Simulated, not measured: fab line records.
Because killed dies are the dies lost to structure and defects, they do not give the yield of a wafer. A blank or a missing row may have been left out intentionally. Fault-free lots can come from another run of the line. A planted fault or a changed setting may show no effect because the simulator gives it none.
fab line records	flow n5_finfet
record: lots: 11	wafers: 30	last_day: 18
route steps=1938 shown BEOL_M4@1071 TV_OPEN@1888 PAD_METAL@1895 PASSIVATION@1908
lots that met no fault: from a run of the same line without faults
start_h: hours from the record's opening day to when the first of the lot's shown wafers began	wait_h: time in hours since the lot's previous step	" as in the row above	L1.1+2: one row covering several wafers at once	- no value, or no start given	* or withheld: withheld	< > ~ a bound
route shown NAME@n: a module of which the file shows steps, and the number in the route of the first	usual: average and standard deviation across the fault-free wafers	same: alike in all rows	chamber/n: place in a boat	sites: readings site by site	_std_site: the values' standard deviation	_edge_site: outer sites' mean less inner sites'	radius_mm: how far each site lies from the wafer's centre	mask NAME#n: copy n	behind: the most recent tool/chamber to have shaped the wafer	hold: what put the lot on hold/how long, in hours/how the hold closed	device: transistor that didn't switch, given as n, p or np	end of line: tests run on the same wafers once the route is complete	for a step that has no rows: nothing shown but its recipe	killed: dies that structure and defects cost at the first sort, which is not the same as the wafer's yield	map: dies across one wafer; x = killed, . = not, _ = none there
set.NAME: setting as actually run; set.NAME@STEP: the setting as run at that earlier step	model.NAME: the simulator's own value behind a step, which no gauge read
steps of the route over a sample of lots; a table a step, a row a wafer
services: when a tool's chamber went out of use (start_h, in hours from the record's first day, below 0 if earlier), for how many hours, and the reason
== steps ==
step: N5_BEOL_M4_ETCH_41
recipe: chemistry: CH3F/O2	target: SiCN	target_depth_a: 299	taper_deg: 2	time_s: 52.5	ion_energy_ev: 120	mask_material: TiN	pressure_mtorr: 30	source_w: 395	bias_w: 75	Ar_flow_sccm: 150	CH3F_flow_sccm: 30	O2_flow_sccm: 20
usual: bias_w: 74.99/0.23	drypump_motor_current_A: 5.5/0.45	oes_product_au: 0.82/0.078	rf_vpp_V: 297.6/1.3	showerhead_plenum_p_Torr: 2.02/0.059	throttle_valve_pct: 16.12/0.26
lot.wafer	tool	chamber	start_h	wait_h	bias_w	drypump_motor_current_A	oes_product_au	rf_hours_counter_h	rf_vpp_V	showerhead_plenum_p_Torr	throttle_valve_pct
L846.1	rie_diel-01	3	163.15	-	74.94	4.8	0.78	89	298.2	2.01	15.84
L846.2	"	2	"	"	75.64	5.6	0.92	21	299.3	2.05	16.21
L846.3	"	1	"	"	74.83	5.5	0.94	3	298.8	2.05	15.77
L849.2	rie_diel-01	1	184.92	-	75.11	5.5	0.91	11	296.8	2.05	15.78
L849.3	"	3	"	"	74.93	4.8	0.78	96	297.3	2.01	15.86
L849.4	"	2	"	"	75.24	5.6	0.90	28	296.9	2.05	16.22
L850.2	rie_diel-01	1	195.93	-	75.14	5.5	0.91	15	298.6	2.05	15.81
L850.3	"	2	"	"	74.76	5.6	0.90	33	296.9	2.05	16.21
L850.4	"	3	"	"	75.07	4.8	0.77	101	298.3	2.01	15.86
L851.1	rie_diel-01	3	208.39	-	75.03	4.8	0.76	105	297.1	2.01	15.86
L851.6	"	3	"	"	74.97	4.8	0.77	-	297.6	2.01	15.86
L852.3	rie_diel-01	0	213.73	-	75.27	5.7	0.71	189	299.6	2.07	16.29
L852.4	"	2	"	"	75.04	5.6	0.88	38	298.9	2.05	16.24
L853.2	rie_diel-02	2	218.20	-	75.26	6.2	0.85	39	297.4	1.96	15.85
L853.3	"	3	"	"	75.00	6.1	0.69	211	296.1	1.99	16.63
L853.6	"	1	"	"	75.13	5.4	0.78	-	296.5	1.92	15.80
L856.4	rie_diel-01	3	243.80	-	74.92	4.8	0.76	118	296.3	2.00	15.90
L856.6	"	1	"	"	74.96	5.6	0.88	-	297.2	2.04	15.83
L858.1	rie_diel-02	2	252.92	-	74.95	6.2	0.84	45	296.0	1.96	15.85
L858.2	"	3	"	"	74.82	6.1	0.70	222	295.9	1.99	16.66
L858.5	"	2	"	"	74.81	6.2	0.84	-	296.9	1.96	15.88
L862.1	rie_diel-01	3	278.97	-	75.24	4.8	0.74	133	296.8	2.00	15.93
L862.2	"	0	"	"	75.00	5.6	0.70	214	299.0	2.07	16.34
L862.5	"	1	"	"	74.72	5.6	0.85	-	297.5	2.04	15.85
L865.4	rie_diel-01	1	284.70	-	75.09	5.6	0.84	49	298.3	2.04	15.87
L865.5	"	3	"	"	74.92	4.8	0.74	-	295.9	2.00	15.94
L865.6	"	2	"	"	74.83	5.6	0.85	-	296.9	2.04	16.29
L867.2	rie_diel-04	2	315.48	-	74.71	4.9	0.79	97	298.3	2.02	16.04
L867.4	"	0	"	"	75.00	5.9	0.85	41	296.5	1.94	16.25
L867.5	"	3	"	"	74.72	5.6	0.95	-	297.4	2.06	16.26
step: N5_PASSIVATION_VIA_ETCH_13
recipe: chemistry: CHF3/O2	target: SiO2	target_depth_a: 6600	CHF3_flow_sccm: 50	O2_flow_sccm: 5	Ar_flow_sccm: 200	time_s: 330	mask_material: PR	pressure_mtorr: 30	source_w: 650	bias_w: 170	ion_energy_ev: 200	ends: cleared
usual: bias_w: 170.0/0.56	drypump_motor_current_A: 5.9/0.47	etch_rf_on_time_s: 238/6	oes_o_777_au: 0.79/0.12	oes_product_au: 0.70/0.1	rf_vpp_V: 527/16	showerhead_plenum_p_Torr: 2.45/0.066	throttle_valve_pct: 18.89/0.25
lot.wafer	tool	chamber	start_h	wait_h	bias_w	drypump_motor_current_A	etch_rf_on_time_s	oes_o_777_au	oes_product_au	rf_hours_counter_h	rf_vpp_V	showerhead_plenum_p_Torr	throttle_valve_pct
L846.1	rie_diel-06	1	273.67	0.0	170.8	5.7	239	0.68	0.60	232	518	2.50	18.90
L846.2	"	0	"	"	170.1	5.7	243	0.69	0.61	226	541	2.45	18.66
L846.3	"	3	"	"	169.9	5.2	236	0.74	0.63	234	517	2.28	18.97
L849.2	rie_diel-06	0	293.15	0.0	170.4	5.7	242	0.68	0.61	233	540	2.44	18.67
L849.3	"	2	"	"	169.5	6.8	233	0.74	0.68	168	543	2.33	19.02
L849.4	"	1	"	"	169.1	5.7	238	0.69	0.60	237	516	2.50	18.91
L850.2	rie_diel-03	2	304.16	0.0	169.5	5.7	239	0.76	0.67	138	505	2.42	19.18
L850.3	"	0	"	"	170.8	5.9	248	0.67	0.62	224	557	2.49	19.02
L850.4	"	0	"	"	170.3	5.9	248	0.66	0.62	-	558	2.49	19.03
L851.1	rie_diel-03	2	318.74	0.0	170.6	5.6	244	0.76	0.66	145	505	2.42	19.21
L851.6	"	0	"	"	169.3	5.9	248	0.67	0.61	-	557	2.49	19.04
L852.3	rie_diel-06	1	323.22	0.0	170.5	5.7	230	0.68	0.60	247	517	2.50	18.92
L852.4	"	1	"	"	170.9	5.7	237	0.67	0.61	-	516	2.50	18.93
L853.2	rie_diel-05	3	323.63	0.0	170.0	6.0	235	0.96	0.84	11	537	2.40	18.79
L853.3	"	2	"	"	170.1	6.3	247	0.71	0.63	245	524	2.48	18.87
L853.6	"	3	"	"	170.3	6.0	236	0.96	0.84	-	538	2.40	18.80
L856.4	rie_diel-03	1	346.01	0.0	169.5	6.4	244	0.92	0.84	6	514	2.47	18.79
L856.6	"	0	"	"	169.9	5.9	243	0.65	0.61	-	558	2.49	19.06
L858.1	rie_diel-05	0	350.17	0.0	170.2	5.3	225	0.74	0.66	205	524	2.49	18.74
L858.2	"	1	"	"	169.7	5.1	238	0.68	0.61	234	531	2.49	19.16
L858.5	"	0	"	"	169.5	5.3	236	0.74	0.66	-	524	2.49	18.74
L862.1	rie_diel-03	2	385.37	0.0	169.9	5.6	247	0.74	0.65	166	504	2.41	19.21
L862.2	"	3	"	"	170.3	5.9	238	0.93	0.81	27	507	2.46	18.98
L862.5	"	2	"	"	170.0	5.6	250	0.74	0.65	-	505	2.41	19.21
L865.4	rie_diel-06	2	395.74	0.0	169.9	6.7	242	0.72	0.66	203	543	2.32	19.09
L865.5	"	1	"	"	170.1	5.7	232	0.93	0.83	-	515	2.49	18.53
L865.6	"	2	"	"	170.6	6.7	234	0.72	0.65	-	541	2.31	19.09
L867.2	rie_diel-06	3	424.64	0.0	169.4	5.2	232	0.93	0.81	28	526	2.55	18.48
L867.4	"	2	"	"	169.6	6.7	235	0.71	0.65	212	540	2.31	19.09
L867.5	"	3	"	"	170.1	5.2	235	0.93	0.82	-	527	2.55	18.49
step: N5_PASSIVATION_SPUTTER_20
recipe: material: TaN	target_thk_a: 500	temp_c: 25	chamber_pressure_pa: 0.4
usual: throttle_valve_pct: 29.4/0.84
lot.wafer	tool	chamber	start_h	wait_h	throttle_valve_pct
L846.1	pvd_sputter-03	-	274.17	0.0	28.5
L846.2	"	-	"	"	29.2
L846.3	"	-	"	"	28.6
L849.2	pvd_sputter-01	-	293.89	0.0	28.9
L849.3	"	-	"	"	28.7
L849.4	"	-	"	"	29.7
L850.2	pvd_sputter-01	-	305.72	0.0	29.1
L850.3	"	-	"	"	29.8
L850.4	"	-	"	"	28.8
L851.1	pvd_sputter-03	-	320.21	0.0	29.1
L851.6	"	-	"	"	28.6
L852.3	pvd_sputter-01	-	323.81	0.0	28.6
L852.4	"	-	"	"	29.7
L853.2	pvd_sputter-02	-	324.27	0.0	30.0
L853.3	"	-	"	"	30.1
L853.6	"	-	"	"	30.0
L856.4	pvd_sputter-02	-	346.82	0.0	29.1
L856.6	"	-	"	"	30.0
L858.1	pvd_sputter-02	-	350.91	0.0	31.8
L858.2	"	-	"	"	30.0
L858.5	"	-	"	"	29.1
L862.1	pvd_sputter-03	-	386.05	0.0	28.4
L862.2	"	-	"	"	29.1
L862.5	"	-	"	"	28.6
L865.4	pvd_sputter-02	-	396.44	0.0	29.1
L865.5	"	-	"	"	30.2
L865.6	"	-	"	"	28.8
L867.2	pvd_sputter-03	-	425.18	0.0	29.2
L867.4	"	-	"	"	28.8
L867.5	"	-	"	"	29.2
step: N5_PASSIVATION_DESCUM_32
recipe: chemistry: O2	time_s: 7.9	source_power_w: 50	bias_power_w: 20	pressure_mtorr: 20	rf_frequency_hz: 2.712e+07	temp_c: 40	o2_flow_sccm: 225
usual: drypump_motor_current_A: 5.6/0.46	oes_product_au: 0.79/0.065	rf_vpp_V: 243.0/1.2	showerhead_plenum_p_Torr: 2.08/0.062	throttle_valve_pct: 20.22/0.21
lot.wafer	tool	chamber	start_h	wait_h	drypump_motor_current_A	oes_product_au	rf_hours_counter_h	rf_vpp_V	showerhead_plenum_p_Torr	throttle_valve_pct
L846.1	rie_diel-01	1	275.99	1.2	5.5	0.85	46	244.2	2.15	20.04
L846.2	"	2	"	"	5.6	0.86	63	243.8	2.12	20.36
L846.3	"	0	"	"	5.6	0.71	213	242.9	2.15	20.29
L849.2	rie_diel-02	2	294.56	0.0	6.2	0.81	60	240.9	2.04	19.98
L849.3	"	0	"	"	6.2	0.84	56	244.4	2.00	20.39
L849.4	"	1	"	"	5.4	0.76	115	242.1	2.02	20.03
L850.2	rie_diel-01	2	306.65	0.3	5.6	0.84	74	243.4	2.11	20.39
L850.3	"	1	"	"	5.5	0.84	57	244.2	2.14	20.04
L850.4	"	3	"	"	4.8	0.72	142	243.9	2.06	19.82
L851.1	rie_diel-04	0	321.36	0.4	5.9	0.84	43	242.3	2.03	20.45
L851.6	"	2	"	"	5.0	0.78	-	243.1	2.11	20.21
L852.3	rie_diel-02	2	324.46	0.0	6.2	0.79	72	241.2	2.04	20.00
L852.4	"	1	"	"	5.3	0.76	126	240.5	2.02	20.03
L853.2	rie_diel-02	0	325.06	0.0	6.2	0.83	66	240.8	2.00	20.39
L853.3	"	3	"	"	6.1	0.69	248	241.3	2.05	20.62
L853.6	"	0	"	"	6.2	0.83	-	241.6	2.00	20.41
L856.4	rie_diel-02	1	347.52	0.1	5.4	0.75	-	242.2	2.02	20.06
L856.6	"	2	"	"	6.2	0.78	-	243.0	2.03	20.02
L858.1	rie_diel-04	2	351.69	0.0	4.9	0.77	113	242.3	2.11	20.24
L858.2	"	3	"	"	5.6	0.89	36	242.5	2.14	20.36
L858.5	"	2	"	"	5.0	0.77	-	242.6	2.11	20.22
L862.1	rie_diel-01	2	387.22	0.5	5.6	0.81	103	242.1	2.10	20.41
L862.2	"	3	"	"	4.8	0.70	170	242.7	2.05	19.86
L862.5	"	1	"	"	5.5	0.80	-	244.3	2.13	20.07
L865.4	rie_diel-04	3	397.45	0.1	5.6	0.88	55	242.7	2.13	20.42
L865.5	"	3	"	"	5.6	0.87	-	242.6	2.13	20.40
L865.6	"	0	"	"	5.9	0.83	-	241.2	2.02	20.51
L867.2	rie_diel-02	3	425.84	0.0	6.1	0.92	18	242.6	2.04	20.38
L867.4	"	0	"	"	6.2	0.78	106	241.6	1.99	20.46
L867.5	"	2	"	"	6.2	0.76	-	241.5	2.02	20.05
step: N5_PASSIVATION_PROBE_49
usual: defect_limited_yield: 91.5/1.5	killed_at_M0_to_M3: 32/10	killed_at_M4_up: 13/4.9	killed_at_contacts: 13/6.1	killed_at_front_end: 38/11	killed_at_other: 3/3.2	killed_dies: 101/18	killed_open: 66/13	killed_short: 32/8.3	sort_bin_4_leakage: 0.00/0.018	sort_bin_5_function: 5.0/1	sort_bin_6_memory: 3.2/0.74	sort_bin_8_speed: 0.1/1.1	sort_n_pass: 1078/22	sort_yield_pct: 91.3/1.9
same: gross_dies: 1180	killed_at_back_side: 0
lot.wafer	tool	chamber	start_h	wait_h	defect_limited_yield[%]	killed_at_M0_to_M3	killed_at_M4_up	killed_at_contacts	killed_at_front_end	killed_at_other	killed_dies	killed_open	killed_short	sort_bin_4_leakage[%]	sort_bin_5_function[%]	sort_bin_6_memory[%]	sort_bin_8_speed[%]	sort_n_pass	sort_yield_pct[%]
L851.1	prober-02	-	326.72	0.0	88.8	35	17	16	59	5	132	86	44	0	5.8	5.0	0	1048	88.8
L851.6	prober-02	-	326.97	0.3	88.1	33	16	7	65	20	141	87	48	0	7.5	3.8	0	1039	88.1
L853.2	prober-01	-	333.62	0.3	93.3	29	10	7	33	0	79	43	31	0.17	3.8	2.4	0	1099	93.1
L853.3	prober-01	-	333.67	0.3	92.7	16	24	13	31	2	86	59	25	0	4.2	3.1	0	1094	92.7
L853.6	prober-01	-	333.82	0.5	92.9	21	12	15	27	9	84	63	18	0	4.3	2.8	0	1096	92.9
L856.4	prober-02	-	352.87	0.2	90.8	26	21	20	38	3	108	73	34	0	5.1	3.7	0	1072	90.8
L856.6	prober-02	-	352.97	0.3	91.4	42	7	17	33	3	102	64	35	0	5.2	3.0	0	1078	91.4
L858.1	prober-01	-	356.65	0.0	90.8	28	14	23	39	5	109	72	26	0	5.4	2.9	0	1071	90.8
L858.2	prober-01	-	356.70	0.1	92.2	24	11	28	29	0	92	66	23	0	4.3	3.2	0	1088	92.2
L858.5	prober-01	-	356.85	0.2	90.6	32	21	17	35	6	111	66	41	0	4.7	4.4	0	1069	90.6
L862.1	prober-02	-	392.76	0.5	80.7	31	137	20	29	11	228	59	38	0	12.6	4.3	0	952	80.7
L862.2	prober-02	-	392.81	0.5	85.0	39	78	12	47	1	177	63	45	0	8.0	4.7	0.1	1003	85.0
L862.5	prober-02	-	392.96	0.7	83.7	19	125	8	32	8	192	51	22	0.08	10.5	3.5	0	987	83.6
L865.4	prober-02	-	402.66	0.2	80.9	24	136	12	45	8	225	63	35	0	10.8	5.3	0	955	80.9
L865.5	prober-02	-	402.71	0.2	81.4	28	132	15	39	5	219	63	38	0	12.1	3.9	0	961	81.4
L865.6	prober-02	-	402.76	0.3	87.4	19	65	13	49	3	149	58	25	0	7.4	3.1	0	1031	87.4
L867.2	prober-02	-	430.68	0.1	93.5	26	8	11	23	9	77	47	29	0	3.2	2.9	0	1103	93.5
L867.4	prober-02	-	430.78	0.2	90.3	43	17	9	44	2	115	73	38	0	5.5	3.7	0	1065	90.3
L867.5	prober-02	-	430.83	0.2	92.1	34	9	7	37	6	93	56	35	0	4.2	3.5	0	1087	92.1
killed by level:class
L851.1 STI_FIN_REVEAL:geometric_particle:open=25 MOL_CONTACT_COAG:geometric_particle:open=12 BEOL_M0_SAQP:geometric_particle:short=10 BEOL_M0_SAQP:geometric_particle:open=7 BEOL_M1:geometric_particle:open=7 FIN_SAQP:geometric_particle:open=6 FIN_SAQP:geometric_particle:short=6 STI_FIN_REVEAL:geometric_particle:short=5
L851.6 STI_FIN_REVEAL:geometric_particle:open=32 STI_FIN_REVEAL:geometric_particle:short=10 FIN_SAQP:geometric_particle:short=9 BEOL_M0_SAQP:geometric_particle:open=6 BEOL_M3:geometric_particle:open=6 MIM_TOP_ETCH:geometric_particle:open=6 MOL_CONTACT_COAG:geometric_particle:open=6 BEOL_M4:geometric_particle:open=6
L853.2 FIN_SAQP:geometric_particle:short=8 STI_FIN_REVEAL:geometric_particle:open=6 MOL_CONTACT_COAG:geometric_particle:open=6 BEOL_M3:geometric_particle:open=6 DUMMY_GATE:geometric_particle:open=5 BEOL_M2:geometric_particle:open=5 BEOL_M0_SAQP:geometric_particle:short=4 BEOL_M0_SAQP:geometric_particle:open=3
L853.3 MOL_CONTACT_COAG:geometric_particle:open=10 BEOL_M5:geometric_particle:open=7 BEOL_M4:geometric_particle:open=7 FIN_SAQP:geometric_particle:short=6 DUMMY_GATE:geometric_particle:open=5 BEOL_M3:geometric_particle:open=5 STARTING-WAFER:geometric_particle:open=5 BEOL_M1:geometric_particle:open=4
L853.6 MOL_CONTACT_COAG:geometric_particle:open=11 FIN_SAQP:geometric_particle:short=8 FIN_SAQP:geometric_particle:open=7 BEOL_M3:geometric_particle:open=7 MIM_TOP_ETCH:geometric_particle:open=6 DUMMY_GATE:geometric_particle:open=5 BEOL_M1:geometric_particle:open=4 BEOL_M4:geometric_particle:open=4
L856.4 MOL_CONTACT_COAG:geometric_particle:open=17 GATE_CUT:geometric_particle:short=8 BEOL_M3:geometric_particle:open=8 FIN_SAQP:geometric_particle:open=6 BEOL_M4:geometric_particle:open=6 BEOL_M0_SAQP:geometric_particle:open=5 BEOL_M5:geometric_particle:open=4 STI_FIN_REVEAL:geometric_particle:open=4
L856.6 MOL_CONTACT_COAG:geometric_particle:open=14 BEOL_M0_SAQP:geometric_particle:short=14 BEOL_M0_SAQP:geometric_particle:open=13 GATE_CUT:geometric_particle:short=8 BEOL_M3:geometric_particle:open=6 STI_FIN_REVEAL:geometric_particle:open=4 BEOL_M2:geometric_particle:open=4 FIN_SAQP:geometric_particle:open=3
L858.1 MOL_CONTACT_COAG:geometric_particle:open=19 BEOL_M3:geometric_particle:open=14 FIN_SAQP:geometric_particle:short=11 HKMG_FIN:area_etch=8 STI_FIN_REVEAL:geometric_particle:open=7 FIN_SAQP:geometric_particle:open=5 BEOL_M0_SAQP:geometric_particle:open=4 MOL_CONTACT_COAG:geometric_particle:short=3
L858.2 MOL_CONTACT_COAG:geometric_particle:open=23 BEOL_M3:geometric_particle:open=7 FIN_SAQP:geometric_particle:short=6 FIN_SAQP:geometric_particle:open=6 STI_FIN_REVEAL:geometric_particle:short=5 BEOL_M0_SAQP:geometric_particle:open=5 MOL_CONTACT_COAG:geometric_particle:short=4 BEOL_M1:geometric_particle:open=4
L858.5 MOL_CONTACT_COAG:geometric_particle:open=14 BEOL_M3:geometric_particle:open=11 BEOL_M4:geometric_particle:open=8 STARTING-WAFER:geometric_particle:short=7 FIN_SAQP:geometric_particle:open=6 BEOL_M0_SAQP:geometric_particle:short=6 STI_FIN_REVEAL:geometric_particle:open=5 BEOL_M0_SAQP:geometric_particle:open=4
L862.1 BEOL_M4:unspecified=131 MOL_CONTACT_COAG:geometric_particle:open=16 BEOL_M1:geometric_particle:open=12 STI_FIN_REVEAL:geometric_particle:open=7 BEOL_M1:geometric_particle:short=7 BEOL_M2:geometric_particle:open=4 MOL_CONTACT_COAG:geometric_particle:short=4 MIM_TOP_ETCH:geometric_particle:open=4
L862.2 BEOL_M4:unspecified=68 GATE_CUT:geometric_particle:short=10 BEOL_M2:geometric_particle:open=10 STI_FIN_REVEAL:geometric_particle:open=9 MOL_CONTACT_COAG:geometric_particle:open=8 BEOL_M1:geometric_particle:short=8 DUMMY_GATE:geometric_particle:open=7 FIN_SAQP:geometric_particle:short=6
L862.5 BEOL_M4:unspecified=119 MOL_CONTACT_COAG:geometric_particle:open=7 BEOL_M1:geometric_particle:open=7 STI_FIN_REVEAL:geometric_particle:open=6 FIN_SAQP:geometric_particle:short=5 DUMMY_GATE:geometric_particle:open=5 STARTING-WAFER:geometric_particle:open=5 BEOL_M0:geometric_particle:open=4
L865.4 BEOL_M4:unspecified=127 DUMMY_GATE:geometric_particle:open=11 FIN_SAQP:geometric_particle:open=9 BEOL_M0_SAQP:geometric_particle:short=9 MOL_CONTACT_COAG:geometric_particle:open=8 FIN_SAQP:geometric_particle:short=6 STI_FIN_REVEAL:geometric_particle:open=6 BEOL_M0_SAQP:geometric_particle:open=5
L865.5 BEOL_M4:unspecified=118 MOL_CONTACT_COAG:geometric_particle:open=11 BEOL_M0_SAQP:geometric_particle:short=9 FIN_SAQP:geometric_particle:open=8 STI_FIN_REVEAL:geometric_particle:open=8 BEOL_M0_SAQP:geometric_particle:open=8 BEOL_M4:geometric_particle:open=7 BEOL_M3:geometric_particle:short=5
L865.6 BEOL_M4:unspecified=55 STI_FIN_REVEAL:geometric_particle:open=12 HKMG_FIN:area_etch=10 FIN_SAQP:geometric_particle:open=8 MOL_CONTACT_COAG:geometric_particle:open=8 BEOL_M3:geometric_particle:open=8 FIN_SAQP:geometric_particle:short=6 MOL_CONTACT_COAG:geometric_particle:short=5
L867.2 STI_FIN_REVEAL:geometric_particle:open=6 MOL_CONTACT_COAG:geometric_particle:open=6 BEOL_M0_SAQP:geometric_particle:open=6 BEOL_M2:geometric_particle:open=6 BEOL_M2:geometric_particle:short=6 MOL_CONTACT_COAG:geometric_particle:short=5 MIM_TOP:geometric_particle:short=5 FIN_SAQP:geometric_particle:short=3
L867.4 FIN_SAQP:geometric_particle:short=13 BEOL_M2:geometric_particle:open=12 FIN_SAQP:geometric_particle:open=11 BEOL_M3:geometric_particle:open=9 BEOL_M0_SAQP:geometric_particle:short=9 MOL_CONTACT_COAG:geometric_particle:open=8 BEOL_M0_SAQP:geometric_particle:open=8 BEOL_M5:geometric_particle:open=5
L867.5 STI_FIN_REVEAL:geometric_particle:open=8 BEOL_M3:geometric_particle:open=8 BEOL_M0_SAQP:geometric_particle:short=6 FIN_SAQP:geometric_particle:short=5 FIN_SAQP:geometric_particle:open=5 DUMMY_GATE:geometric_particle:open=4 MOL_CONTACT_COAG:geometric_particle:open=4 BEOL_M0_SAQP:geometric_particle:open=4
== services ==
tool	chamber	start_h	hours	kind
rie_diel-04	1	173.76	7.8	repair
pvd_sputter-02	-	174.82	1.6	repair
rie_diel-06	-	182.23	2.8	pm
rie_diel-02	2	220.06	5.1	repair
rie_diel-02	-	236.00	4.0	repair
rie_diel-03	-	242.73	14.6	pm
rie_diel-04	-	260.98	14.6	pm
rie_diel-04	3	277.80	22.7	repair
rie_diel-04	-	278.13	2.0	repair
rie_diel-05	1	282.09	17.6	repair
rie_diel-05	2	299.70	4.2	repair
rie_diel-05	-	302.74	1.0	repair
rie_diel-04	3	321.91	5.7	repair
rie_diel-01	1	325.21	10.6	repair
rie_diel-06	1	329.32	4.8	repair
rie_diel-04	1	338.19	8.8	repair
rie_diel-03	3	352.59	6.3	repair
rie_diel-02	1	353.41	5.8	repair
rie_diel-01	-	372.40	2.8	pm
rie_diel-01	-	389.62	0.6	repair
rie_diel-04	1	389.83	7.0	repair
rie_diel-01	0	394.29	2.7	repair
rie_diel-02	-	395.15	2.5	repair
pvd_sputter-01	-	400.57	5.2	repair
== key ==
first_sign: step: N5_PASSIVATION_PROBE_49	reading: killed_at_M4_up	direction: up	sigmas: 20	usual: 13	struck: 112
effect: step: N5_PASSIVATION_PROBE_49	reading: defect_limited_yield	direction: down	sigmas: 5.4	usual: 91.5	struck: 83.2
more_kills_born_at: N5_BEOL_M4_ETCH_41@rie_diel-01: 618
met_at N5_BEOL_M4_ETCH_41
struck_lots L862,L865
baseline_loss: step: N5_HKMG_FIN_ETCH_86	wafers: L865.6
not_acting_at N5_PASSIVATION_VIA_ETCH_13,N5_PASSIVATION_SPUTTER_20,N5_PASSIVATION_DESCUM_32
onset_between 243.80 278.97
fault: kind: chamber_particle_source	tool: rie_diel-01	chamber: -	onset_h: 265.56	steps: N5_BEOL_M4_ETCH_41	rate_per_visit_cm2: 0.85255	end_h: 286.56
baseline_loss: these wafers lose ten dies or more at that step, a loss of the line's own and not of a fault; the sort's usual values leave them out
